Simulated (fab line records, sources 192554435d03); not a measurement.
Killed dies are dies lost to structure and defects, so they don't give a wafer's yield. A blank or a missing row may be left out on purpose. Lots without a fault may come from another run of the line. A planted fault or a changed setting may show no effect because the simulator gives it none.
Chamber matching | flow n5_finfet | N5_BEOL_M1_STRIP_36 on rie_diel-04: 4 sister chambers
The step strips in N2/H2. 7 wafers are shown with their chamber, then 7 later ones without.

WAFERS WITH THEIR CHAMBER
wafer  | chamber | showerhead_plenum_p_Torr (Torr) | drypump_motor_current_A (A)
L085.5 | 0       | 2.61                            | 5.8
L085.6 | 3       | 2.43                            | 6.6
L090.2 | 1       | 2.54                            | 6.5
L090.3 | 2       | 2.61                            | 5.7
L090.5 | 1       | 2.54                            | 6.6
L094.1 | 2       | 2.60                            | 5.7
L094.5 | 0       | 2.61                            | 5.8

WAFERS WITHOUT THEIR CHAMBER
wafer  | showerhead_plenum_p_Torr (Torr) | drypump_motor_current_A (A)
L094.6 | 2.54                            | 6.6
L095.2 | 2.42                            | 6.6
L095.3 | 2.60                            | 5.7
L095.4 | 2.54                            | 6.5
L097.3 | 2.54                            | 6.5
L097.5 | 2.61                            | 5.7
L097.6 | 2.54                            | 6.5

WHICH CHAMBER EACH WENT THROUGH
wafer  | from the rows above     | in truth
L094.6 | 1                       | 1
L095.2 | 3                       | 3
L095.3 | 2                       | 2
L095.4 | 1                       | 1
L097.3 | 1                       | 1
L097.5 | can't be placed: 2 or 0 | 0
L097.6 | 1                       | 1
Placed correctly: 6 of 7. Can't be placed from these rows: 1 (the true chamber is among the candidates in 1). Placed wrongly: 0.
How it was worked out, from the rows above alone: a wafer's distance from a chamber is the root of the sum, over the readings, of the square of ((its reading less the chamber's mean) divided by the reading's scatter). The wafer belongs to the nearest chamber; if the next one is less than 2 further off, it can't be placed. A chamber's mean is the mean of its shown wafers. The scatter: the root of (the sum of the squares of (reading less its chamber's mean) over the shown wafers, divided by (wafers less chambers)).
